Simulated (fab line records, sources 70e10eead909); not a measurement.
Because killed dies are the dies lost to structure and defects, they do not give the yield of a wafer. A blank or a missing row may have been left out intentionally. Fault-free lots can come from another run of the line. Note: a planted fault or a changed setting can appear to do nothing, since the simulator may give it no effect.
fab line records	flow nand_harc	part 1 of 2: steps 1 to 23 of 31
record: lots: 5	wafers: 15	last_day: 23
route steps=1159 shown A_CONTACT@847
lots that met no fault: from a run of the same line without faults
start_h: start of the lot's first displayed wafer, in hours after the record's first day	wait_h: hours since the lot's step before	" the same as in the row above	L1.1+2: a row that stands for several wafers	- value missing, or start not given	* or withheld: withheld	< > ~ a bound
route shown NAME@n: a module of which the file shows steps, and the number in the route of the first	usual: the fault-free wafers' mean and standard deviation	same: alike in all rows	chamber/n: place in a boat	sites: readings site by site	_std_site: the standard deviation of these	_edge_site: outer sites' mean less inner sites'	radius_mm: for every site, how far away it sits from the centre of the wafer	mask NAME#n: copy n	behind: the tool/chamber that last shaped the wafer	hold: why the lot was held/for how many hours/how that ended	device: transistor that didn't switch, given as n, p or np	end of line: the route-end tests of the same wafers	step lacking rows: just its recipe	killed: the dies lost at the first sort to structure and to defects; this is not the yield of the wafer	map: the dies of a wafer, with x for killed, . for not killed, _ for no die there
set.NAME: setting as actually run; set.NAME@STEP: the setting as run at that earlier step	model.NAME: the simulator's own value behind a step, which no gauge read
lots at some steps of the route; a table a step, a row a wafer
services: a tool's chamber out of use, with start hour (start_h, from the record's first day; less than 0 if before it), hours out, and reason
== steps ==
step: NHARC_A_CONTACT_COAT_35
recipe: temp_c: 225	time_s: 65
lot.wafer	tool	chamber	start_h	wait_h
L075.2+3+5	litho_track-04	0	-	-
L077.2+3+5	litho_track-04	0	-	-
L085.3+4+6	litho_track-04	0	-	-
L092.1+4+5	litho_track-06	0	-	-
L093.1+3+4	litho_track-04	0	-	-
step: NHARC_A_CONTACT_COAT_36
recipe: spin_rpm: 1500	resist_thk_nm: 90
usual: dispense_pressure_kPa: 45.8/0.96
lot.wafer	tool	chamber	start_h	wait_h	dispense_pressure_kPa
L075.2	litho_track-04	0	-	-	45.6
L075.3	"	0	"	"	45.6
L075.5	"	0	"	"	45.7
L077.2	litho_track-04	0	-	-	45.6
L077.3	"	0	"	"	45.7
L077.5	"	0	"	"	45.6
L085.3	litho_track-04	0	-	-	45.6
L085.4	"	0	"	"	45.7
L085.6	"	0	"	"	45.7
L092.1	litho_track-06	0	-	-	44.8
L092.4	"	0	"	"	44.8
L092.5	"	0	"	"	44.8
L093.1	litho_track-04	0	-	-	45.7
L093.3	"	0	"	"	45.6
L093.4	"	0	"	"	45.6
step: NHARC_A_CONTACT_SOFTBAKE_37
recipe: temp_c: 105	time_s: 55
lot.wafer	tool	chamber	start_h	wait_h
L075.2+3+5	litho_track-04	0	-	-
L077.2+3+5	litho_track-04	0	-	-
L085.3+4+6	litho_track-04	0	-	-
L092.1+4+5	litho_track-06	0	-	-
L093.1+3+4	litho_track-04	0	-	-
step: NHARC_A_CONTACT_EBR_38
lot.wafer	tool	chamber	start_h	wait_h
L075.2+3+5	litho_track-04	0	-	-
L077.2+3+5	litho_track-04	0	-	-
L085.3+4+6	litho_track-04	0	-	-
L092.1+4+5	litho_track-06	0	-	-
L093.1+3+4	litho_track-04	0	-	-
step: NHARC_A_CONTACT_EXPOSE_39
recipe: na: 1.35	sigma_outer: 0.8	dose_mj: 58.79	mask_id: A_CC_3
usual: stage_vel_mm_s: 500.00/0.23
lot.wafer	tool	chamber	start_h	wait_h	mask	stage_vel_mm_s
L075.2	arfi_scanner-02	0	375.52	-	A_CC_3#0	500.25
L075.3	"	0	"	"	A_CC_3#0	499.84
L075.5	"	0	"	"	A_CC_3#0	500.23
L077.2	arfi_scanner-01	0	384.24	-	A_CC_3#0	499.90
L077.3	"	0	"	"	A_CC_3#0	500.23
L077.5	"	0	"	"	A_CC_3#0	500.29
L085.3	arfi_scanner-01	0	460.25	-	A_CC_3#0	499.84
L085.4	"	0	"	"	A_CC_3#0	499.66
L085.6	"	0	"	"	A_CC_3#0	500.10
L092.1	arfi_scanner-02	0	484.38	-	A_CC_3#0	499.94
L092.4	"	0	"	"	A_CC_3#0	500.26
L092.5	"	0	"	"	A_CC_3#0	499.82
L093.1	arfi_scanner-02	0	490.62	-	A_CC_3#0	500.14
L093.3	"	0	"	"	A_CC_3#0	499.78
L093.4	"	0	"	"	A_CC_3#0	499.85
step: NHARC_A_CONTACT_PEB_40
recipe: peb_temp_c: 100	peb_time_s: 65
lot.wafer	tool	chamber	start_h	wait_h
L075.2+3+5	litho_track-04	0	375.58	0.1
L077.2+3+5	litho_track-01	0	384.29	0.1
L085.3+4+6	litho_track-06	0	460.30	0.0
L092.1+4+5	litho_track-04	0	484.44	0.1
L093.1+3+4	litho_track-01	0	490.68	0.1
step: NHARC_A_CONTACT_DEVELOP_41
recipe: develop_time_s: 35	dev_temp_c: 23
lot.wafer	tool	chamber	start_h	wait_h
L075.2+3+5	litho_track-04	0	-	-
L077.2+3+5	litho_track-01	0	-	-
L085.3+4+6	litho_track-06	0	-	-
L092.1+4+5	litho_track-04	0	-	-
L093.1+3+4	litho_track-01	0	-	-
step: NHARC_A_CONTACT_CD_MEAS_42
recipe: target_cd_nm: 200	landing_energy_ev: 500
usual: cd_nm: 199.9/0.53
lot.wafer	tool	chamber	start_h	wait_h	cd_nm
L075.2	cd_sem-01	0	375.66	-	199.2
L075.3	"	0	"	"	199.8
L075.5	"	0	"	"	199.7
L077.2	cd_sem-01	0	384.37	-	199.6
L077.3	"	0	"	"	199.4
L077.5	"	0	"	"	200.2
L085.3	cd_sem-01	0	460.39	-	200.5
L085.4	"	0	"	"	199.8
L085.6	"	0	"	"	199.6
L092.1	cd_sem-02	0	484.52	-	199.3
L092.4	"	0	"	"	200.2
L092.5	"	0	"	"	200.4
L093.1	cd_sem-03	0	490.76	-	199.5
L093.3	"	0	"	"	199.9
L093.4	"	0	"	"	199.4
step: NHARC_A_CONTACT_OVL_MEAS_43
usual: overlay_x_nm: 0.1/0.8	overlay_y_nm: 0.0/0.72
lot.wafer	tool	chamber	start_h	wait_h	overlay_x_nm	overlay_y_nm
L075.2	overlay-01	-	375.74	-	-1.0	1.1
L075.3	"	-	"	"	-0.2	0.8
L075.5	"	-	"	"	-0.5	1.0
L077.2	overlay-02	-	384.46	-	-0.6	0.1
L077.3	"	-	"	"	-0.9	-0.2
L077.5	"	-	"	"	-0.3	0.0
L085.3	overlay-01	-	460.47	-	0.7	0.0
L085.4	"	-	"	"	0.9	-0.4
L085.6	"	-	"	"	0.7	-0.3
L092.1	overlay-02	-	484.61	-	-0.8	-0.6
L092.4	"	-	"	"	-1.2	-0.6
L092.5	"	-	"	"	-1.2	-0.7
L093.1	overlay-01	-	490.85	-	-0.3	0.2
L093.3	"	-	"	"	0.1	0.6
L093.4	"	-	"	"	-0.3	0.0
step: NHARC_A_CONTACT_INSPECT_44
usual: raw_defect_count: 26/12
lot.wafer	tool	chamber	start_h	wait_h	raw_defect_count
L075.2	defect_inspect-02	-	375.78	0.0	10
L075.3	"	-	"	"	4
L075.5	"	-	"	"	8
L077.2	defect_inspect-02	-	384.50	0.0	22
L077.3	"	-	"	"	28
L077.5	"	-	"	"	32
L085.3	defect_inspect-02	-	460.52	0.1	36
L085.4	"	-	"	"	26
L085.6	"	-	"	"	27
L092.1	defect_inspect-01	-	484.64	0.0	29
L092.4	"	-	"	"	26
L092.5	"	-	"	"	24
L093.1	defect_inspect-01	-	490.89	0.0	37
L093.3	"	-	"	"	24
L093.4	"	-	"	"	46
step: NHARC_A_CONTACT_DESCUM_47
recipe: time_s: 3	o2_flow_sccm: 200	ar_flow_sccm: 0	bias_power_w: 0	chemistry: O2
usual: drypump_motor_current_A: 5.5/0.35	oes_product_au: 0.999/0.0078	rf_vpp_V: 57.7/0.88	showerhead_plenum_p_Torr: 1.87/0.097	throttle_valve_pct: 11.311/0.009
lot.wafer	tool	chamber	start_h	wait_h	drypump_motor_current_A	oes_product_au	rf_hours_counter_h	rf_vpp_V	showerhead_plenum_p_Torr	throttle_valve_pct
L075.3	rie_diel-11	0	375.84	0.1	5.2	1.007	0	57.7	1.98	11.295
L075.2	"	3	"	"	5.2	1.005	0	56.8	1.77	11.313
L075.5	"	0	"	"	5.2	1.007	-	58.0	1.98	11.303
L077.2	rie_diel-10	3	384.57	0.1	5.4	1.011	7	57.6	1.94	11.300
L077.3	"	0	"	"	5.4	1.022	7	57.8	1.93	11.314
L077.5	"	2	"	"	5.7	1.008	-	58.3	1.78	11.318
L085.4	rie_diel-11	0	460.58	0.1	5.2	0.999	14	57.9	1.97	11.301
L085.3	"	1	"	"	5.7	1.006	14	58.4	1.77	11.312
L085.6	"	1	"	"	5.7	1.002	-	57.4	1.77	11.322
L092.4	rie_diel-11	1	484.70	0.1	5.7	1.005	20	56.9	1.76	11.329
L092.1	"	2	"	"	5.8	1.005	21	57.6	1.78	11.307
L092.5	"	2	"	"	5.9	0.991	-	56.2	1.78	11.309
L093.3	rie_diel-10	2	490.95	0.1	5.7	0.994	44	56.4	1.77	11.310
L093.1	"	0	"	"	5.3	1.011	49	57.9	1.91	11.316
L093.4	"	1	"	"	5.3	1.005	49	59.2	1.97	11.325
step: NHARC_A_CONTACT_ETCH_48
recipe: target_depth_a: 390	over_etch_frac: 0.3	time_s: 65	ion_energy_ev: 80	cf4_flow_sccm: 150	ar_flow_sccm: 0	rf_w: 300	bias_w: 100	chemistry: CF4
usual: drypump_motor_current_A: 5.5/0.33	oes_product_au: 1.001/0.0082	rf_vpp_V: 150.9/1.3	showerhead_plenum_p_Torr: 1.74/0.083	throttle_valve_pct: 13.283/0.0094
lot.wafer	tool	chamber	start_h	wait_h	drypump_motor_current_A	oes_product_au	rf_hours_counter_h	rf_vpp_V	showerhead_plenum_p_Torr	throttle_valve_pct
L075.3	rie_diel-11	2	375.99	0.1	5.8	0.991	0	148.6	1.66	13.266
L075.2	"	0	"	"	5.2	0.992	0	151.9	1.82	13.274
L075.5	"	2	"	"	5.8	0.979	-	148.7	1.66	13.289
L077.3	rie_diel-10	3	384.64	0.1	5.4	1.007	7	152.5	1.79	13.290
L077.2	"	0	"	"	5.3	1.012	7	150.3	1.78	13.276
L077.5	"	3	"	"	5.4	1.003	-	152.0	1.79	13.272
L085.4	rie_diel-11	3	460.67	0.1	5.2	0.997	14	149.7	1.64	13.285
L085.3	"	0	"	"	5.2	0.998	14	151.3	1.82	13.288
L085.6	"	0	"	"	5.2	0.993	-	152.3	1.82	13.273
L092.1	rie_diel-11	2	484.79	0.1	5.9	0.997	21	148.7	1.65	13.293
L092.4	"	1	"	"	5.6	0.998	20	150.0	1.64	13.304
L092.5	"	2	"	"	5.9	1.000	-	148.4	1.65	13.268
L093.1	rie_diel-10	3	491.03	0.1	5.4	1.009	42	151.3	1.78	13.293
L093.4	"	1	"	"	5.4	1.009	49	151.3	1.82	13.286
L093.3	"	2	"	"	5.7	0.997	44	151.1	1.64	13.282
step: NHARC_A_CONTACT_ETCH_49
recipe: target_depth_a: 2600	over_etch_frac: 0.3	time_s: 475.3	ion_energy_ev: 200	n2_flow_sccm: 150	h2_flow_sccm: 150	ar_flow_sccm: 0	rf_w: 400	bias_w: 150	chemistry: N2/H2
usual: drypump_motor_current_A: 5.5/0.33	oes_product_au: 1.001/0.0093	rf_vpp_V: 429/3.1	showerhead_plenum_p_Torr: 1.99/0.11	throttle_valve_pct: 14.172/0.0089
lot.wafer	tool	chamber	start_h	wait_h	drypump_motor_current_A	oes_product_au	rf_hours_counter_h	rf_vpp_V	showerhead_plenum_p_Torr	throttle_valve_pct
L075.2	rie_diel-11	2	-	-	5.9	0.983	0	426	1.90	14.182
L075.3	"	0	"	"	5.2	1.006	0	433	2.11	14.155
L075.5	"	3	"	"	5.2	1.012	-	426	1.89	14.183
L077.2	rie_diel-10	0	-	-	5.4	1.021	7	431	2.05	14.182
L077.3	"	1	"	"	5.4	1.003	8	433	2.12	14.177
L077.5	"	1	"	"	5.4	1.012	-	433	2.12	14.172
L085.4	rie_diel-11	1	-	-	5.7	1.010	14	426	1.88	14.161
L085.3	"	2	"	"	5.9	0.999	15	425	1.89	14.167
L085.6	"	3	"	"	5.2	0.996	-	426	1.88	14.176
L092.4	rie_diel-11	3	-	-	5.2	1.002	20	425	1.88	14.183
L092.1	"	0	"	"	5.2	1.008	20	432	2.10	14.179
L092.5	"	2	"	"	5.9	0.993	-	427	1.89	14.164
L093.4	rie_diel-10	0	-	-	5.4	1.014	49	430	2.04	14.167
L093.1	"	1	"	"	5.4	1.007	49	431	2.10	14.179
L093.3	"	2	"	"	5.7	1.013	44	425	1.88	14.180
step: NHARC_A_CONTACT_ETCH_50
recipe: target_depth_a: 847	time_s: 42.4	cf4_flow_sccm: 100	chf3_flow_sccm: 30	ar_flow_sccm: 0	rf_w: 500	bias_w: 200	chemistry: CF4/CHF3
usual: drypump_motor_current_A: 5.5/0.33	oes_product_au: 0.950/0.024	rf_vpp_V: 369.7/2.7	showerhead_plenum_p_Torr: 1.54/0.076	throttle_valve_pct: 16.802/0.0095
lot.wafer	tool	chamber	start_h	wait_h	drypump_motor_current_A	oes_product_au	rf_hours_counter_h	rf_vpp_V	showerhead_plenum_p_Torr	throttle_valve_pct
L075.3	rie_diel-11	2	-	-	5.8	0.939	0	367.9	1.47	16.807
L075.2	"	0	"	"	5.2	0.948	0	371.8	1.62	16.787
L075.5	"	1	"	"	5.6	0.932	-	367.0	1.46	16.800
L077.2	rie_diel-10	0	-	-	5.3	0.993	7	371.8	1.58	16.773
L077.3	"	2	"	"	5.7	0.955	8	367.0	1.47	16.813
L077.5	"	0	"	"	5.4	0.992	-	371.4	1.58	16.796
L085.4	rie_diel-11	1	-	-	5.7	0.965	14	366.2	1.46	16.804
L085.3	"	3	"	"	5.2	0.968	14	367.0	1.46	16.795
L085.6	"	0	"	"	5.2	0.967	-	372.0	1.62	16.784
L092.4	rie_diel-11	0	-	-	5.2	0.969	20	370.9	1.62	16.822
L092.1	"	1	"	"	5.7	0.965	20	366.2	1.46	16.794
L092.5	"	3	"	"	5.2	0.981	-	367.0	1.46	16.825
L093.4	rie_diel-10	3	-	-	5.4	0.927	42	371.4	1.59	16.809
L093.1	"	0	"	"	5.3	0.932	49	370.3	1.57	16.800
L093.3	"	2	"	"	5.7	0.929	44	366.1	1.46	16.799
step: NHARC_A_CONTACT_ETCH_51
recipe: target_depth_a: 36000	over_etch_frac: 0.3	time_s: 936	ion_energy_ev: 150	o2_flow_sccm: 400	cos_flow_sccm: 20	ar_flow_sccm: 0	rf_w: 500	bias_w: 300	chemistry: O2/COS
usual: drypump_motor_current_A: 5.5/0.32	oes_product_au: 1.000/0.0083	rf_vpp_V: 313.2/2.3	showerhead_plenum_p_Torr: 3.06/0.15	throttle_valve_pct: 28.329/0.0095
lot.wafer	tool	chamber	start_h	wait_h	drypump_motor_current_A	oes_product_au	rf_hours_counter_h	rf_vpp_V	showerhead_plenum_p_Torr	throttle_valve_pct
L075.2	rie_diel-11	2	-	-	5.9	0.997	1	312.0	2.92	28.312
L075.3	"	1	"	"	5.7	1.006	0	311.1	2.90	28.344
L075.5	"	2	"	"	5.9	0.998	-	309.8	2.92	28.331
L077.2	rie_diel-10	2	-	-	5.7	0.993	8	310.3	2.91	28.323
L077.3	"	3	"	"	5.4	1.011	7	313.6	3.16	28.341
L077.5	"	0	"	"	5.4	1.005	-	314.8	3.14	28.335
L085.3	rie_diel-11	3	-	-	5.2	0.998	14	312.3	2.90	28.328
L085.4	"	1	"	"	5.7	1.013	14	309.9	2.89	28.317
L085.6	"	2	"	"	5.9	0.999	-	311.6	2.92	28.323
L092.1	rie_diel-11	1	-	-	5.6	0.991	20	310.9	2.89	28.325
L092.4	"	2	"	"	5.9	0.998	21	309.3	2.91	28.335
L092.5	"	1	"	"	5.7	1.002	-	311.6	2.89	28.333
L093.3	rie_diel-10	2	-	-	5.7	0.998	44	310.7	2.90	28.337
L093.4	"	3	"	"	5.4	1.005	42	315.0	3.15	28.338
L093.1	"	0	"	"	5.3	1.003	49	314.1	3.12	28.329
step: NHARC_A_CONTACT_ETCH_111
recipe: source_w: withheld	pressure_mtorr: 20	bias_v: withheld	time_s: 140	target_depth_a: 7000	ar_flow_sccm: withheld	c4f8_flow_sccm: withheld	o2_flow_sccm: withheld	chemistry: C4F8/O2/Ar
lot.wafer	tool	chamber	start_h	wait_h	rf_hours_counter_h
L075.2	har_cap_etch-02	1	377.22	-	9
L075.3	"	0	"	"	-
L075.5	"	1	"	"	-
L077.2	har_cap_etch-01	0	385.82	-	56
L077.3	"	1	"	"	-
L077.5	"	1	"	"	-
L085.4	har_cap_etch-01	0	461.97	-	-
L085.3	"	1	"	"	-
L085.6	"	1	"	"	-
L092.1	har_cap_etch-01	1	486.00	-	74
L092.4	"	0	"	"	-
L092.5	"	0	"	"	-
L093.1	har_cap_etch-02	1	492.22	-	29
L093.4	"	1	"	"	-
L093.3	"	0	"	"	-
step: NHARC_A_CONTACT_ETCH_112
recipe: source_w: withheld	pressure_mtorr: 20	bias_v: 3000	time_s: 94	target_depth_a: 9220	ar_flow_sccm: withheld	c4f8_flow_sccm: withheld	o2_flow_sccm: withheld	chemistry: C4F8/O2/Ar
lot.wafer	tool	chamber	start_h	wait_h	rf_hours_counter_h
L075.2	har_cap_etch-02	1	377.42	0.2	9
L075.3	"	0	"	"	-
L075.5	"	1	"	"	-
L077.2	har_cap_etch-01	0	386.02	0.2	56
L077.3	"	1	"	"	-
L077.5	"	1	"	"	-
L085.4	har_cap_etch-01	0	462.14	0.1	-
L085.3	"	1	"	"	-
L085.6	"	1	"	"	-
L092.1	har_cap_etch-01	1	486.19	0.2	74
L092.4	"	0	"	"	-
L092.5	"	0	"	"	-
L093.1	har_cap_etch-02	1	492.42	0.2	29
L093.4	"	1	"	"	-
L093.3	"	0	"	"	-
step: NHARC_A_CONTACT_ETCH_113
recipe: source_w: withheld	pressure_mtorr: 20	bias_v: 3000	time_s: 94	target_depth_a: 9220	ar_flow_sccm: withheld	c4f8_flow_sccm: withheld	o2_flow_sccm: withheld	chemistry: C4F8/O2/Ar
lot.wafer	tool	chamber	start_h	wait_h	rf_hours_counter_h
L075.2	har_cap_etch-02	1	377.51	0.1	9
L075.3	"	0	"	"	-
L075.5	"	1	"	"	-
L077.2	har_cap_etch-01	0	386.11	0.1	56
L077.3	"	1	"	"	-
L077.5	"	1	"	"	-
L085.4	har_cap_etch-01	0	462.23	0.1	-
L085.3	"	1	"	"	-
L085.6	"	1	"	"	-
L092.1	har_cap_etch-01	1	486.28	0.1	74
L092.4	"	0	"	"	-
L092.5	"	0	"	"	-
L093.1	har_cap_etch-02	1	492.51	0.1	29
L093.4	"	1	"	"	-
L093.3	"	0	"	"	-
step: NHARC_A_CONTACT_ETCH_114
recipe: source_w: withheld	pressure_mtorr: 20	bias_v: 3000	time_s: 94	target_depth_a: 9220	ar_flow_sccm: withheld	c4f8_flow_sccm: withheld	o2_flow_sccm: withheld	chemistry: C4F8/O2/Ar
lot.wafer	tool	chamber	start_h	wait_h	rf_hours_counter_h
L075.2	har_cap_etch-02	1	377.60	0.1	9
L075.3	"	0	"	"	-
L075.5	"	1	"	"	-
L077.2	har_cap_etch-01	0	386.20	0.1	56
L077.3	"	1	"	"	-
L077.5	"	1	"	"	-
L085.4	har_cap_etch-01	0	462.32	0.1	-
L085.3	"	1	"	"	-
L085.6	"	1	"	"	-
L092.1	har_cap_etch-01	1	486.37	0.1	74
L092.4	"	0	"	"	-
L092.5	"	0	"	"	-
L093.1	har_cap_etch-02	1	492.60	0.1	29
L093.4	"	1	"	"	-
L093.3	"	0	"	"	-
step: NHARC_A_CONTACT_ETCH_115
recipe: source_w: withheld	pressure_mtorr: 20	bias_v: 3000	time_s: 94	target_depth_a: 9220	ar_flow_sccm: withheld	c4f8_flow_sccm: withheld	o2_flow_sccm: withheld	chemistry: C4F8/O2/Ar
lot.wafer	tool	chamber	start_h	wait_h	rf_hours_counter_h
L075.2	har_cap_etch-02	1	377.69	0.1	9
L075.3	"	0	"	"	-
L075.5	"	1	"	"	-
L077.2	har_cap_etch-01	0	386.29	0.1	57
L077.3	"	1	"	"	-
L077.5	"	1	"	"	-
L085.4	har_cap_etch-01	0	462.41	0.1	-
L085.3	"	1	"	"	-
L085.6	"	1	"	"	-
L092.1	har_cap_etch-01	1	486.46	0.1	75
L092.4	"	0	"	"	-
L092.5	"	0	"	"	-
L093.1	har_cap_etch-02	1	492.69	0.1	29
L093.4	"	1	"	"	-
L093.3	"	0	"	"	-
step: NHARC_A_CONTACT_ETCH_116
recipe: source_w: withheld	pressure_mtorr: 20	bias_v: 3000	time_s: 94	target_depth_a: 9220	ar_flow_sccm: withheld	c4f8_flow_sccm: withheld	o2_flow_sccm: withheld	chemistry: C4F8/O2/Ar
lot.wafer	tool	chamber	start_h	wait_h	rf_hours_counter_h
L075.2	har_cap_etch-02	1	377.78	0.1	9
L075.3	"	0	"	"	-
L075.5	"	1	"	"	-
L077.2	har_cap_etch-01	0	386.38	0.1	57
L077.3	"	1	"	"	-
L077.5	"	1	"	"	-
L085.4	har_cap_etch-01	0	462.50	0.1	-
L085.3	"	1	"	"	-
L085.6	"	1	"	"	-
L092.1	har_cap_etch-01	1	486.55	0.1	75
L092.4	"	0	"	"	-
L092.5	"	0	"	"	-
L093.1	har_cap_etch-02	1	492.78	0.1	29
L093.4	"	1	"	"	-
L093.3	"	0	"	"	-
step: NHARC_A_CONTACT_ETCH_117
recipe: source_w: withheld	pressure_mtorr: 20	bias_v: 3000	time_s: 94	target_depth_a: 9220	ar_flow_sccm: withheld	c4f8_flow_sccm: withheld	o2_flow_sccm: withheld	chemistry: C4F8/O2/Ar
lot.wafer	tool	chamber	start_h	wait_h	rf_hours_counter_h
L075.2	har_cap_etch-02	1	377.87	0.1	10
L075.3	"	0	"	"	-
L075.5	"	1	"	"	-
L077.2	har_cap_etch-01	0	386.47	0.1	57
L077.3	"	1	"	"	-
L077.5	"	1	"	"	-
L085.4	har_cap_etch-01	0	462.59	0.1	-
L085.3	"	1	"	"	-
L085.6	"	1	"	"	-
L092.1	har_cap_etch-01	1	486.64	0.1	75
L092.4	"	0	"	"	-
L092.5	"	0	"	"	-
L093.1	har_cap_etch-02	1	492.87	0.1	29
L093.4	"	1	"	"	-
L093.3	"	0	"	"	-
step: NHARC_A_CONTACT_ETCH_118
recipe: source_w: withheld	pressure_mtorr: 20	bias_v: 3000	time_s: 94	target_depth_a: 9220	ar_flow_sccm: withheld	c4f8_flow_sccm: withheld	o2_flow_sccm: withheld	chemistry: C4F8/O2/Ar
lot.wafer	tool	chamber	start_h	wait_h	rf_hours_counter_h
L075.2	har_cap_etch-02	1	377.96	0.1	10
L075.3	"	0	"	"	-
L075.5	"	1	"	"	-
L077.2	har_cap_etch-01	0	386.56	0.1	57
L077.3	"	1	"	"	-
L077.5	"	1	"	"	-
L085.4	har_cap_etch-01	0	462.68	0.1	-
L085.3	"	1	"	"	-
L085.6	"	1	"	"	-
L092.1	har_cap_etch-01	1	486.73	0.1	75
L092.4	"	0	"	"	-
L092.5	"	0	"	"	-
L093.1	har_cap_etch-02	1	492.97	0.1	29
L093.4	"	1	"	"	-
L093.3	"	0	"	"	-
